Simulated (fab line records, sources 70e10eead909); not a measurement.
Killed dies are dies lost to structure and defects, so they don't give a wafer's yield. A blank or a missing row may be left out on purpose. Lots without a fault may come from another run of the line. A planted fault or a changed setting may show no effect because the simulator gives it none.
Which tool did it? | flow nand_harc | 6 lots, 18 wafers sampled, at 3 steps of a route of 1302

WHAT THE GAUGES READ, wafer by wafer
NHARC_END_SORT_01.
lot  | measured     | on        | killed_at_other
L363 | day 25 09:36 | prober-02 | 2 1 3
L368 | day 26 18:23 | prober-01 | 0 0 2
L379 | day 30 16:13 | prober-01 | 0 0 0
L381 | day 31 11:24 | prober-02 | 1 1 2
L383 | day 32 16:44 | prober-01 | 1 1 0
L385 | day 34 08:16 | prober-02 | 0 0 0

WHICH TOOL RAN EACH LOT (tool, then ch and the chambers of the sampled wafers, then the start)
lot  | NHARC_THIN_TSV_DEP_47           | NHARC_THIN_TSV_PVD_51
L363 | pecvd-01 ch 0,2, day 24 12:20   | pvd_sputter-03, day 24 13:42
L368 | pecvd-03 ch 0,1,2, day 26 03:52 | pvd_sputter-01, day 26 05:01
L379 | pecvd-04 ch 0,1,2, day 30 01:16 | pvd_sputter-02, day 30 02:34
L381 | pecvd-04 ch 1,2, day 30 22:58   | pvd_sputter-02, day 31 00:11
L383 | pecvd-01 ch 1,2, day 31 20:26   | pvd_sputter-03, day 31 21:43
L385 | pecvd-04 ch 0,2, day 33 15:27   | pvd_sputter-03, day 33 16:34
- NHARC_THIN_TSV_DEP_47: deposits SiO2, target thk 200 nm.
- NHARC_THIN_TSV_PVD_51: deposits Cu, target thk 100 nm.

THE ANSWER, worked out from the rows above alone
Rule: what is usual is taken from the lots themselves. Put in order of their means at a reading, lots are off if they are a third of the lots or fewer, leave a main group of 4 or more, and stand apart from it by a gap of 3 or more times the standard deviation of the main group's means; of several such gaps the widest counts. A main group whose means are all the same, to the digits that the tables above print for the reading, isn't used. A lot without any number at a reading at which 4 lots or more have one is off too. The other lots that the step has rows for count as sound.
No lot is off at any reading shown: from this, nothing can be told.

WHAT THE SIMULATOR HAD PUT IN
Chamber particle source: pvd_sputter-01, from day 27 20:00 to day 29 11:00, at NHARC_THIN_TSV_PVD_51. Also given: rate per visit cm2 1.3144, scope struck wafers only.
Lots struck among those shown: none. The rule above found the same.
